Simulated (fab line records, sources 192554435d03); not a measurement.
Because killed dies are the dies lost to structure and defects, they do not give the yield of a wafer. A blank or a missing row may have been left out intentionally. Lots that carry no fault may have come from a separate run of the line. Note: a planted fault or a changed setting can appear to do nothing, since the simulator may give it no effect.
fab line records	flow n5Finfet
record: lots: 6	wafers: 18	lastDay: 18
route steps=1938 shown BEOL_M7@1273 PASSIVATION@1936
lots that met no fault: from a run of the same line without faults
startH: the number of hours between the record's first day and the start of the first shown wafer of the lot	waitH: hours elapsed since this lot's preceding step	" identical to the entry in the row above	L1.1+2: a single row standing in for several wafers	- either no value or no given start	* or withheld: withheld	< > ~ a bound
route shown NAME@n: names a module that has steps shown in the file, with the first one's number in the route	usual: average and standard deviation across the fault-free wafers	same: alike in all rows	chamber/n: place in a boat	sites: readings site by site	_std_site: standard deviation of those values	_edge_site: the outer-site mean with the inner-site mean subtracted	radiusMm: how far each site lies from the wafer's centre	mask NAME#n: copy n	behind: tool/chamber where the wafer was last shaped	hold: reason for holding the lot/hours on hold/outcome of the hold	device: transistor that didn't switch, given as n, p or np	end of line: the tests these same wafers got at the end of their route	where a step has no rows: the recipe by itself	killed: dies that structure and defects cost at the first sort, which is not the same as the wafer's yield	map: a wafer's dies, marking killed ones x, the rest . and places with no die _
set.NAME: the setting the step ran with; set.NAME@STEP: the setting that earlier step ran with	model.NAME: the simulator's own value behind a step, which no gauge read
a table for each step, a row for each wafer; lots at some steps of the route
services: the hour from which a tool's chamber was out of use, counted from the record's first day as startH (under 0 if before that day), plus the number of hours and why
== steps ==
step: N5_BEOL_M7_EXPOSE_08
recipe: maskId: M7	na: 1.35	sourceShape: dipole	sigmaInner: 0.817	sigmaOuter: 0.97	polarization: te	doseMj: 68.25
step: N5_BEOL_M7_PEB_09
recipe: pebTempC: withheld	pebTimeS: 60	resist: CAR-ArF
step: N5_BEOL_M7_DEVELOP_10
recipe: developTimeS: 30	developer: TMAH	resist: CAR-ArF	rinseLiquid: diw	dry: airSpin	devTempC: 23
step: N5_BEOL_M7_CD_MEAS_11
recipe: targetCdNm: 38.5	landingEnergyEv: 500	detector: seInlens	polarity: opening
usual: cdNm: 38.5/0.59
lot.wafer	tool	chamber	startH	waitH	cdNm
L873.2	cdSem-03	0	207.41	-	38.9
L873.3	"	0	"	"	39.0
L873.6	"	0	"	"	38.1
L884.1	cdSem-02	0	259.15	-	38.7
L884.2	"	0	"	"	38.3
L884.3	"	0	"	"	38.1
L883.1	cdSem-01	0	262.28	-	38.5
L883.5	"	0	"	"	39.4
L883.6	"	0	"	"	37.5
L889.1	cdSem-01	0	297.91	-	39.1
L889.2	"	0	"	"	38.5
L889.3	"	0	"	"	38.3
L892.3	cdSem-01	0	309.26	-	39.9
L892.4	"	0	"	"	38.1
L892.5	"	0	"	"	38.4
L896.3	cdSem-02	0	337.84	-	38.5
L896.5	"	0	"	"	39.7
L896.6	"	0	"	"	38.3
step: N5_BEOL_M7_OVL_MEAS_12
recipe: pointsPerWafer: 44
usual: M7_OVL: -0.5/0.75
lot.wafer	tool	chamber	startH	waitH	M7_OVL[nm]
L873.2	overlay-02	0	207.44	0.0	-1.2
L873.3	"	0	"	"	-0.4
L873.6	"	0	"	"	-1.6
L884.1	overlay-01	0	259.18	0.0	-2.1
L884.2	"	0	"	"	-1.1
L884.3	"	0	"	"	-0.5
L883.1	overlay-02	0	262.31	0.0	0.2
L883.5	"	0	"	"	-0.7
L883.6	"	0	"	"	-0.7
L889.1	overlay-02	0	297.95	0.0	-0.7
L889.2	"	0	"	"	-1.4
L889.3	"	0	"	"	-2.0
L892.3	overlay-01	0	309.29	0.0	0.1
L892.4	"	0	"	"	-1.1
L892.5	"	0	"	"	0.0
L896.3	overlay-01	0	337.87	0.0	-0.7
L896.5	"	0	"	"	-1.4
L896.6	"	0	"	"	-1.1
step: N5_BEOL_M7_INSPECT_13
recipe: mode: adi	inspectInstrument: brightfield
usual: rawDefectCount: 413/110
lot.wafer	tool	chamber	startH	waitH	rawDefectCount
L873.2	defectInspect-02	-	207.46	0.0	479
L873.3	"	-	"	"	651
L873.6	"	-	"	"	691
L884.1	defectInspect-01	-	259.21	0.0	446
L884.2	"	-	"	"	323
L884.3	"	-	"	"	574
L883.1	defectInspect-02	-	262.33	0.0	514
L883.5	"	-	"	"	439
L883.6	"	-	"	"	640
L889.1	defectInspect-01	-	297.97	0.0	268
L889.2	"	-	"	"	612
L889.3	"	-	"	"	530
L892.3	defectInspect-02	-	309.31	0.0	389
L892.4	"	-	"	"	384
L892.5	"	-	"	"	260
L896.3	defectInspect-02	-	337.89	0.0	437
L896.5	"	-	"	"	500
L896.6	"	-	"	"	371
step: N5_BEOL_M7_DESCUM_16
recipe: chemistry: O2	timeS: 7.9	sourcePowerW: 50	biasPowerW: 20	pressureMtorr: 20	rfFrequencyHz: 2.712e+07	tempC: 40	resist: CAR-ArF	o2FlowSccm: 225
usual: drypumpMotorCurrentA: 5.7/0.33	oesProductAu: 0.77/0.059	rfVppV: 243.0/1.5	showerheadPlenumPTorr: 2.09/0.07	tempC: 39.99/0.1	throttleValvePct: 20.45/0.23
same: timeS: 7.9
lot.wafer	tool	chamber	startH	waitH	drypumpMotorCurrentA	oesProductAu	rfHoursCounterH	rfVppV	showerheadPlenumPTorr	tempC	throttleValvePct
L873.2	rieDiel-04	0	207.58	0.1	5.8	0.81	112	243.4	2.13	39.99	20.65
L873.3	"	2	"	"	6.0	0.70	222	240.8	1.98	39.92	20.47
L873.6	"	0	"	"	5.8	0.80	-	243.0	2.13	39.80	20.66
L884.1	rieDiel-01	1	259.26	0.0	5.9	0.72	216	240.7	2.00	39.82	20.76
L884.2	"	0	"	"	5.8	0.81	74	244.5	2.14	40.07	20.30
L884.3	"	3	"	"	5.7	0.75	162	242.6	1.98	39.89	20.50
L883.1	rieDiel-04	1	263.23	0.9	5.7	0.84	86	242.7	2.06	40.09	20.41
L883.5	"	2	"	"	6.0	0.69	-	240.5	1.98	39.97	20.49
L883.6	"	3	"	"	5.0	0.75	-	244.9	2.08	39.96	19.97
L889.1	rieDiel-01	2	298.04	0.1	6.3	0.71	210	243.9	2.17	40.06	20.56
L889.2	"	1	"	"	5.9	0.70	228	241.5	2.00	40.05	20.79
L889.3	"	3	"	"	5.7	0.74	174	241.9	1.98	39.87	20.52
L892.3	rieDiel-04	3	309.59	0.3	5.0	0.75	162	243.2	2.08	40.01	20.01
L892.4	"	3	"	"	5.0	0.75	-	242.3	2.08	39.92	20.01
L892.5	"	0	"	"	5.7	0.77	-	243.0	2.12	40.09	20.68
L896.3	rieDiel-03	3	337.92	0.0	5.9	0.97	4	242.2	2.06	40.14	20.21
L896.5	"	2	"	"	5.6	0.71	-	244.3	2.15	40.05	20.73
L896.6	"	3	"	"	5.9	0.96	-	242.6	2.06	39.92	20.20
step: N5_BEOL_M7_ETCH_61
recipe: chemistry: CF4	target: SiARC	targetDepthA: 455	maskMaterial: CAR-ArF	timeS: 75.8	ionEnergyEv: 80	pressureMtorr: 40	sourceW: 545	biasW: 36	Ar_flow_sccm: 100	cf4FlowSccm: 100	ends: cleared
usual: biasW: 36.00/0.11	drypumpMotorCurrentA: 5.7/0.33	etchRfOnTimeS: 75.6/2.1	oesProductAu: 0.66/0.051	rfVppV: 184.0/1.2	showerheadPlenumPTorr: 2.14/0.069	throttleValvePct: 15.66/0.22
lot.wafer	tool	chamber	startH	waitH	biasW	drypumpMotorCurrentA	etchRfOnTimeS	oesProductAu	rfHoursCounterH	rfVppV	showerheadPlenumPTorr	throttleValvePct
L873.2	rieDiel-04	0	207.62	0.0	35.96	5.7	75.0	0.67	112	183.9	2.15	15.64
L873.3	"	2	"	"	35.97	6.0	75.3	0.60	222	182.8	2.04	15.80
L873.6	"	0	"	"	36.00	5.7	74.9	0.68	-	184.6	2.15	15.65
L884.1	rieDiel-01	1	259.29	0.0	35.82	5.9	72.8	0.62	216	183.3	2.05	15.87
L884.2	"	0	"	"	35.96	5.8	79.3	0.69	74	183.3	2.18	15.44
L884.3	"	3	"	"	35.92	5.7	78.1	0.62	162	183.5	2.06	15.82
L883.1	rieDiel-04	1	263.26	0.0	35.92	5.6	71.8	0.74	86	184.2	2.08	15.37
L883.5	"	2	"	"	36.05	6.0	76.6	0.58	-	182.5	2.03	15.83
L883.6	"	3	"	"	36.13	5.0	77.1	0.64	-	183.1	2.14	15.35
L889.1	rieDiel-01	2	298.07	0.0	35.91	6.3	73.2	0.62	210	183.6	2.21	15.71
L889.2	"	1	"	"	35.97	5.9	75.5	0.60	228	181.4	2.04	15.89
L889.3	"	3	"	"	36.11	5.7	77.1	0.63	174	183.5	2.05	15.86
L892.3	rieDiel-04	3	309.63	0.0	35.81	5.0	76.9	0.64	162	184.1	2.14	15.38
L892.4	"	3	"	"	35.88	5.0	77.1	0.63	-	182.8	2.14	15.39
L892.5	"	0	"	"	35.90	5.7	75.7	0.65	-	184.9	2.14	15.71
L896.3	rieDiel-03	3	337.96	0.0	35.96	5.9	71.9	0.83	4	183.0	2.13	15.45
L896.5	"	2	"	"	36.06	5.6	75.0	0.62	-	183.8	2.22	16.05
L896.6	"	3	"	"	36.01	5.9	72.6	0.84	-	183.7	2.13	15.47
step: N5_BEOL_M7_ETCH_62
recipe: chemistry: N2/H2	target: SOC	targetDepthA: 1100	overetchA: 220	maskMaterial: SiARC	tempC: 40	timeS: 165	ionEnergyEv: 200	pressureMtorr: 30	sourceW: 840	biasW: 150	n2FlowSccm: 200	h2FlowSccm: 200
usual: biasW: 150.0/0.41	drypumpMotorCurrentA: 5.7/0.33	oesProductAu: 0.65/0.048	rfVppV: 523.7/2.6	showerheadPlenumPTorr: 2.53/0.084	tempC: 40.00/0.11	throttleValvePct: 17.82/0.25
same: timeS: 165
lot.wafer	tool	chamber	startH	waitH	biasW	drypumpMotorCurrentA	oesProductAu	rfHoursCounterH	rfVppV	showerheadPlenumPTorr	tempC	throttleValvePct
L873.2	rieDiel-04	0	207.67	0.0	150.3	5.8	0.67	112	525.3	2.53	40.09	17.66
L873.3	"	2	"	"	150.5	6.1	0.59	222	520.9	2.42	39.94	18.06
L873.6	"	0	"	"	150.3	5.8	0.66	-	522.7	2.53	40.08	17.67
L884.1	rieDiel-01	1	259.35	0.0	149.9	5.9	0.60	216	519.2	2.43	39.85	18.25
L884.2	"	0	"	"	150.5	5.8	0.69	74	523.9	2.58	40.07	17.63
L884.3	"	3	"	"	150.2	5.7	0.64	162	520.3	2.43	39.97	17.99
L883.1	rieDiel-04	1	263.32	0.0	150.0	5.7	0.71	86	522.8	2.45	40.12	17.50
L883.5	"	2	"	"	149.8	6.0	0.58	-	520.8	2.42	39.84	18.07
L883.6	"	3	"	"	149.6	5.0	0.66	-	524.8	2.55	40.02	17.52
L889.1	rieDiel-01	2	298.13	0.0	150.5	6.3	0.60	210	527.0	2.61	39.96	17.88
L889.2	"	1	"	"	149.6	5.9	0.60	228	520.6	2.43	40.02	18.27
L889.3	"	3	"	"	150.5	5.7	0.63	174	520.5	2.42	39.91	18.01
L892.3	rieDiel-04	3	309.68	0.0	150.2	5.0	0.64	162	523.3	2.54	40.03	17.56
L892.4	"	3	"	"	149.9	5.0	0.64	-	524.3	2.54	40.00	17.54
L892.5	"	0	"	"	149.5	5.8	0.64	-	522.6	2.52	40.08	17.73
L896.3	rieDiel-03	3	338.02	0.0	150.4	5.9	0.81	4	523.7	2.51	39.96	17.62
L896.5	"	2	"	"	149.6	5.7	0.61	-	525.8	2.61	39.92	18.11
L896.6	"	3	"	"	150.4	5.9	0.81	-	523.0	2.51	39.91	17.62
step: N5_BEOL_M7_STRIP_68
recipe: chemistry: N2/H2	tempC: 40	n2FlowSccm: 200	h2FlowSccm: 200	rfFrequencyHz: 6e+07
step: N5_BEOL_M7_STRIP_67
recipe: chemistry: CF4	resist: SiARC	powerW: 300	biasPowerW: 75	pressureMtorr: 50	cf4FlowSccm: 150	rfFrequencyHz: 6e+07
usual: chamberPressureMTorr: 49.99/0.055	drypumpMotorCurrentA: 5.7/0.33	oesProductAu: 0.77/0.056	rfVppV: 271.2/1.6	showerheadPlenumPTorr: 1.79/0.055	throttleValvePct: 13.64/0.21
lot.wafer	tool	chamber	startH	waitH	chamberPressureMTorr	drypumpMotorCurrentA	oesProductAu	rfHoursCounterH	rfVppV	showerheadPlenumPTorr	throttleValvePct
L873.2	rieDiel-04	0	207.82	0.0	50.03	5.7	0.79	112	270.3	1.81	13.66
L873.3	"	2	"	"	49.94	6.0	0.70	222	269.6	1.72	13.87
L873.6	"	0	"	"	50.07	5.7	0.79	-	271.0	1.81	13.66
L884.1	rieDiel-01	1	259.49	0.0	49.99	5.9	0.71	216	268.6	1.71	13.81
L884.2	"	0	"	"	50.02	5.8	0.83	74	270.6	1.83	13.40
L884.3	"	3	"	"	50.01	5.7	0.75	162	270.2	1.72	13.78
L883.1	rieDiel-04	1	263.47	0.0	50.06	5.7	0.83	86	269.1	1.74	13.35
L883.5	"	2	"	"	49.98	6.1	0.69	-	270.3	1.72	13.91
L883.6	"	3	"	"	49.98	5.0	0.76	-	270.2	1.81	13.38
L889.1	rieDiel-01	2	298.27	0.0	50.02	6.4	0.70	210	272.4	1.85	13.70
L889.2	"	1	"	"	49.99	5.9	0.70	228	268.9	1.71	13.86
L889.3	"	3	"	"	50.12	5.7	0.75	174	267.9	1.72	13.83
L892.3	rieDiel-04	3	309.83	0.0	49.98	5.0	0.75	162	271.4	1.80	13.46
L892.4	"	3	"	"	50.01	5.0	0.75	-	270.7	1.80	13.43
L892.5	"	0	"	"	49.95	5.7	0.76	-	269.2	1.81	13.73
L896.3	rieDiel-03	3	338.16	0.0	50.09	5.9	0.96	5	270.2	1.78	13.36
L896.5	"	2	"	"	50.06	5.7	0.73	-	272.3	1.84	13.95
L896.6	"	3	"	"	49.96	5.9	0.96	-	271.6	1.78	13.37
step: N5_BEOL_M7_HM_OPEN_17
recipe: chemistry: Cl2/BCl3	targetDepthA: 200	overetchA: 60	target: TiN	maskMaterial: SOC	ionEnergyEv: 150	pressureMtorr: 10	icpW: 1000	biasW: 126	Cl2_flow_sccm: 53.25	bcl3FlowSccm: 21.75	Ar_flow_sccm: 25
usual: biasW: 126.0/0.36	drypumpMotorCurrentA: 5.5/0.4	oesProductAu: 0.67/0.077	throttleValvePct: 22.01/0.22
lot.wafer	tool	chamber	startH	waitH	biasW	drypumpMotorCurrentA	oesProductAu	rfHoursCounterH	throttleValvePct
L873.2	rieMetal-01	1	207.86	0.0	126.1	5.7	0.75	12	21.93
L873.3	"	0	"	"	126.7	5.0	0.75	-	22.14
L873.6	"	1	"	"	126.1	5.7	0.76	-	21.93
L884.1	rieMetal-02	0	259.53	0.0	126.0	5.6	0.68	35	22.50
L884.2	"	1	"	"	125.7	6.6	0.79	7	21.97
L884.3	"	0	"	"	126.0	5.6	0.68	-	22.54
L883.1	rieMetal-03	0	263.51	0.0	126.4	5.3	0.57	77	22.02
L883.5	"	0	"	"	126.9	5.3	0.58	-	22.00
L883.6	"	1	"	"	126.2	5.6	0.60	-	21.69
L889.1	rieMetal-03	0	298.31	0.0	126.7	5.3	0.57	81	22.00
L889.2	"	1	"	"	125.6	5.6	0.59	76	21.69
L889.3	"	0	"	"	126.2	5.3	0.57	-	22.03
L892.3	rieMetal-02	0	309.90	0.1	125.8	5.5	0.68	-	22.49
L892.4	"	1	"	"	126.0	6.5	0.77	-	21.94
L892.5	"	1	"	"	125.5	6.6	0.78	-	21.94
L896.3	rieMetal-03	1	338.23	0.1	125.2	5.6	0.60	-	21.67
L896.5	"	0	"	"	125.8	5.3	0.58	-	22.03
L896.6	"	1	"	"	126.1	5.6	0.59	-	21.71
step: N5_BEOL_M7_STRIP_19
recipe: chemistry: O2	powerW: 400	tempC: 40	pressureMtorr: 30	rfFrequencyHz: 6e+07	biasPowerW: 0	overashFraction: 0.2	o2FlowSccm: 225
usual: chamberPressureMTorr: 30.00/0.032	drypumpMotorCurrentA: 5.7/0.32	oesProductAu: 0.76/0.057	rfVppV: 3.6/0.64	showerheadPlenumPTorr: 2.09/0.069	tempC: 39.99/0.12	throttleValvePct: 16.73/0.21
lot.wafer	tool	chamber	startH	waitH	chamberPressureMTorr	drypumpMotorCurrentA	oesProductAu	rfHoursCounterH	rfVppV	showerheadPlenumPTorr	tempC	throttleValvePct
L873.2	rieDiel-04	1	207.97	0.1	30.02	5.7	0.87	68	3.5	2.07	40.02	16.58
L873.3	"	3	"	"	30.00	5.0	0.78	129	4.2	2.09	39.87	16.27
L873.6	"	2	"	"	29.99	6.0	0.70	-	2.6	1.99	39.98	16.80
L884.1	rieDiel-04	2	259.65	0.1	38.99	6.1	0.68	237	3.2	1.98	40.18	16.82
L884.2	"	1	"	"	38.99	5.7	0.85	85	2.6	2.06	40.30	16.62
L884.3	"	0	"	"	38.98	5.7	0.78	128	3.7	2.13	40.05	16.88
L883.1	rieDiel-04	3	263.75	0.2	38.99	5.0	0.76	145	3.9	2.09	40.05	16.31
L883.5	"	0	"	"	38.94	5.7	0.77	-	3.9	2.13	40.15	16.88
L883.6	"	1	"	"	39.01	5.7	0.84	-	3.8	2.06	40.00	16.62
L889.1	rieDiel-01	0	298.43	0.1	30.01	5.8	0.80	86	4.7	2.14	40.08	16.56
L889.2	"	2	"	"	30.00	6.3	0.71	210	3.1	2.18	39.87	16.80
L889.3	"	3	"	"	30.00	5.7	0.74	174	4.5	1.98	40.09	16.78
L892.3	rieDiel-01	3	310.08	0.2	29.97	5.7	0.73	178	3.3	1.98	40.04	16.79
L892.4	"	1	"	"	30.03	5.9	0.69	232	3.0	2.00	39.86	17.00
L892.5	"	3	"	"	29.98	5.7	0.73	-	2.9	1.98	40.05	16.79
L896.3	rieDiel-01	0	338.45	0.2	29.98	5.8	0.77	100	2.8	2.14	39.96	16.57
L896.5	"	3	"	"	29.99	5.7	0.74	-	3.8	1.98	40.13	16.81
L896.6	"	2	"	"	29.99	6.4	0.70	-	3.5	2.17	39.93	16.86
step: N5_BEOL_M7_CD_MEAS_18
recipe: pitchNm: 80	targetCdNm: 40
usual: cdNm: 40.0/0.69
lot.wafer	tool	chamber	startH	waitH	cdNm
L873.2	cdSem-01	-	208.04	0.1	40.6
L873.3	"	-	"	"	40.8
L873.6	"	-	"	"	40.3
L884.1	cdSem-02	-	259.72	0.0	40.6
L884.2	"	-	"	"	40.4
L884.3	"	-	"	"	40.2
L883.1	cdSem-03	-	263.82	0.0	39.8
L883.5	"	-	"	"	40.5
L883.6	"	-	"	"	38.6
L889.1	cdSem-01	-	298.50	0.0	41.8
L889.2	"	-	"	"	40.3
L889.3	"	-	"	"	39.6
L892.3	cdSem-03	-	310.16	0.1	40.4
L892.4	"	-	"	"	39.2
L892.5	"	-	"	"	40.5
L896.3	cdSem-03	-	338.53	0.1	40.1
L896.5	"	-	"	"	41.2
L896.6	"	-	"	"	39.9
step: N5_PASSIVATION_PROBE_49
usual: defectLimitedYield: 91.6/1.4	killed_at_M0_to_M3: 32/9.5	killed_at_M4_up: 13/6	killedAtContacts: 12/5.6	killedAtFrontEnd: 39/11	killedAtOther: 2.8/2.3	killedDies: 99/16	killedOpen: 65/12	killedShort: 32/7.6	sort_bin_4_leakage: 0.1/0.88	sort_bin_5_function: 4.8/0.88	sort_bin_6_memory: 3.2/0.65	sortNPass: 1077/29	sortYieldPct: 91.2/2.5
same: grossDies: 1180	killedAtBackSide: 0	sort_bin_8_speed[%]: 0
lot.wafer	tool	chamber	startH	waitH	defectLimitedYield[%]	killed_at_M0_to_M3	killed_at_M4_up	killedAtContacts	killedAtFrontEnd	killedAtOther	killedDies	killedOpen	killedShort	sort_bin_4_leakage[%]	sort_bin_5_function[%]	sort_bin_6_memory[%]	sortNPass	sortYieldPct[%]
L873.2	prober-02	-	299.51	0.1	90.4	51	7	24	28	3	113	77	33	0	6.4	3.1	1067	90.4
L873.3	prober-02	-	299.56	0.1	92.0	30	9	21	32	2	94	65	27	0	4.5	3.1	1086	92.0
L873.6	prober-02	-	299.71	0.3	89.8	48	13	22	34	3	120	69	48	0.6	5.3	4.5	1053	89.2
L884.1	prober-02	-	337.27	0.0	91.0	32	23	5	43	3	106	60	33	0.3	5.2	2.8	1070	90.7
L884.2	prober-02	-	337.32	0.1	89.3	45	19	13	47	2	126	85	37	0	6.5	3.5	1054	89.3
L884.3	prober-02	-	337.37	0.1	92.4	42	11	7	27	3	90	43	47	0.6	4.1	3.1	1083	91.8
L883.1	prober-02	-	343.49	0.0	89.7	39	8	10	61	3	121	88	33	0	5.5	4.6	1059	89.7
L883.5	prober-02	-	343.69	0.2	91.6	29	10	2	55	3	99	70	29	0	5.2	3.0	1081	91.6
L883.6	prober-02	-	343.74	0.3	92.0	30	8	3	49	4	94	66	28	0	4.4	3.4	1086	92.0
L889.1	prober-01	-	375.72	0.7	92.6	19	14	10	41	3	87	57	30	0	3.5	3.8	1093	92.6
L889.2	prober-01	-	375.77	0.8	91.1	31	26	17	27	4	105	71	34	0.1	5.8	3.0	1074	91.0
L892.3	prober-02	-	391.42	0.1	91.0	29	25	11	37	4	106	70	36	0	5.3	3.1	1074	91.0
L892.4	prober-02	-	391.47	0.2	91.6	18	22	16	35	8	99	68	30	0	6.1	2.2	1081	91.6
L892.5	prober-02	-	391.52	0.2	92.1	25	16	7	37	8	93	62	30	0	5.0	2.9	1087	92.1
killed by level:class
L873.2 MOL_CONTACT_COAG:geometricParticle:open=20 BEOL_M2:geometricParticle:open=15 BEOL_M1:geometricParticle:open=11 BEOL_M0_SAQP:geometricParticle:short=8 BEOL_M0_SAQP:geometricParticle:open=6 FIN_SAQP:geometricParticle:open=5 FIN_SAQP:geometricParticle:short=5 BEOL_M3:geometricParticle:open=5
L873.3 MOL_CONTACT_COAG:geometricParticle:open=16 BEOL_M0_SAQP:geometricParticle:short=9 STI_FIN_REVEAL:geometricParticle:open=8 BEOL_M0_SAQP:geometricParticle:open=8 FIN_SAQP:geometricParticle:open=5 MOL_CONTACT_COAG:geometricParticle:short=5 DUMMY_GATE:geometricParticle:open=4 BEOL_M1:geometricParticle:open=4
L873.6 MOL_CONTACT_COAG:geometricParticle:open=13 MOL_CONTACT_COAG:geometricParticle:short=9 BEOL_M1:geometricParticle:open=9 BEOL_M1:geometricParticle:short=9 BEOL_M2:geometricParticle:open=9 FIN_SAQP:geometricParticle:open=8 BEOL_M0_SAQP:geometricParticle:open=7 BEOL_M0_SAQP:geometricParticle:short=6
L884.1 BEOL_M4:geometricParticle:open=11 HKMG_FIN:areaEtch=11 BEOL_M0_SAQP:geometricParticle:short=9 BEOL_M0_SAQP:geometricParticle:open=7 FIN_SAQP:geometricParticle:open=6 FIN_SAQP:geometricParticle:short=4 GATE_CUT:geometricParticle:open=4 BEOL_M2:geometricParticle:open=4
L884.2 FIN_SAQP:geometricParticle:open=13 BEOL_M4:geometricParticle:open=12 BEOL_M0_SAQP:geometricParticle:open=11 BEOL_M0_SAQP:geometricParticle:short=11 MOL_CONTACT_COAG:geometricParticle:open=10 BEOL_M2:geometricParticle:open=8 FIN_SAQP:geometricParticle:short=6 GATE_CUT:geometricParticle:short=6
L884.3 BEOL_M0_SAQP:geometricParticle:short=14 BEOL_M0_SAQP:geometricParticle:open=12 GATE_CUT:geometricParticle:short=8 BEOL_M2:geometricParticle:open=7 BEOL_M4:geometricParticle:open=7 MOL_CONTACT_COAG:geometricParticle:open=6 FIN_SAQP:geometricParticle:short=5 FIN_SAQP:geometricParticle:open=4
L883.1 STI_FIN_REVEAL:geometricParticle:open=23 FIN_SAQP:geometricParticle:open=16 BEOL_M2:geometricParticle:open=10 BEOL_M1:geometricParticle:open=9 MOL_CONTACT_COAG:geometricParticle:open=8 BEOL_M0_SAQP:geometricParticle:short=8 FIN_SAQP:geometricParticle:short=6 STI_FIN_REVEAL:geometricParticle:short=5
L883.5 FIN_SAQP:geometricParticle:open=17 STI_FIN_REVEAL:geometricParticle:open=13 BEOL_M1:geometricParticle:open=13 FIN_SAQP:geometricParticle:short=7 BEOL_M4:geometricParticle:open=6 BEOL_M0_SAQP:geometricParticle:short=4 BEOL_M3:geometricParticle:open=4 STI_FIN_REVEAL:geometricParticle:short=3
L883.6 FIN_SAQP:geometricParticle:open=15 DUMMY_GATE:geometricParticle:open=9 BEOL_M1:geometricParticle:open=8 BEOL_M2:geometricParticle:open=8 FIN_SAQP:geometricParticle:short=5 STI_FIN_REVEAL:geometricParticle:open=5 BEOL_M0_SAQP:geometricParticle:open=5 ILD0:geometricParticle:short=4
L889.1 STI_FIN_REVEAL:geometricParticle:open=10 BEOL_M4:geometricParticle:open=9 FIN_SAQP:geometricParticle:open=8 MOL_CONTACT_COAG:geometricParticle:open=6 BEOL_M0_SAQP:geometricParticle:open=6 FIN_SAQP:geometricParticle:short=5 DUMMY_GATE:geometricParticle:open=5 DUMMY_GATE:geometricParticle:short=4
L889.2 BEOL_M4:geometricParticle:open=15 MOL_CONTACT_COAG:geometricParticle:open=14 BEOL_M0_SAQP:geometricParticle:open=11 BEOL_M0_SAQP:geometricParticle:short=10 FIN_SAQP:geometricParticle:open=8 FIN_SAQP:geometricParticle:short=8 DUMMY_GATE:geometricParticle:open=4 BEOL_M1:geometricParticle:open=4
L892.3 STI_FIN_REVEAL:geometricParticle:open=12 BEOL_M4:geometricParticle:open=11 MOL_CONTACT_COAG:geometricParticle:open=10 BEOL_M1:geometricParticle:open=9 BEOL_M4:geometricParticle:short=7 DUMMY_GATE:geometricParticle:open=6 GATE_CUT:geometricParticle:short=5 BEOL_M0_SAQP:geometricParticle:short=5
L892.4 MOL_CONTACT_COAG:geometricParticle:open=14 BEOL_M4:geometricParticle:open=9 STI_FIN_REVEAL:geometricParticle:open=8 FIN_SAQP:geometricParticle:open=6 STI_FIN_REVEAL:geometricParticle:short=4 BEOL_M1:geometricParticle:open=4 BEOL_M2:geometricParticle:open=4 BEOL_M4:geometricParticle:short=4
L892.5 STI_FIN_REVEAL:geometricParticle:open=17 BEOL_M3:geometricParticle:open=8 BEOL_M4:geometricParticle:open=8 BEOL_M0_SAQP:geometricParticle:short=7 MOL_CONTACT_COAG:geometricParticle:open=6 BEOL_M1:geometricParticle:short=4 FIN_SAQP:geometricParticle:short=3 STI_FIN_REVEAL:geometricParticle:short=3
== services ==
tool	chamber	startH	hours	kind
rieMetal-02	-	198.86	2.8	pm
rieDiel-01	-	207.15	2.3	repair
rieDiel-01	-	229.78	2.5	repair
rieDiel-03	-	262.64	0.5	repair
rieMetal-03	-	272.79	0.3	repair
rieDiel-04	0	289.58	7.4	repair
rieDiel-03	3	292.15	-	clean
rieDiel-03	3	292.15	-	consumableReplace:focusRing
rieDiel-03	3	292.15	28.0	scheduledDown
rieDiel-03	3	292.15	28.0	ventCycle
rieMetal-02	-	297.91	1.1	repair
rieDiel-04	2	306.17	5.3	repair
rieDiel-04	2	311.66	-	clean
rieDiel-04	2	311.66	-	consumableReplace:focusRing
rieDiel-04	2	311.66	-	consumableReplace:showerhead
rieDiel-04	2	311.66	12.8	scheduledDown
rieDiel-04	2	311.66	12.8	ventCycle
rieMetal-02	0	325.16	6.6	repair
rieMetal-03	1	330.96	1.0	repair
== key ==
firstSign: step: N5_BEOL_M7_STRIP_19	reading: chamberPressureMTorr	direction: up	sigmas: 99+	usual: *	struck: *
effect none on later readings
metAt N5_BEOL_M7_STRIP_19
struckWafers L883.1,L883.5,L883.6,L884.1,L884.2,L884.3
baselineLoss: step: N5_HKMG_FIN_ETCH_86	wafers: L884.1
onsetBetween 207.97 259.65
fault: kind: processParameterDrift	tool: rieDiel-04	chamber: -	onsetH: 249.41	steps: N5_BEOL_M7_STRIP_19	channel: pressureMtorr	offset: *	shape: step	endH: 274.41	actsIn: *	stated: *
baselineLoss: these wafers lose ten dies or more at that step, a loss of the line's own and not of a fault; the sort's usual values leave them out
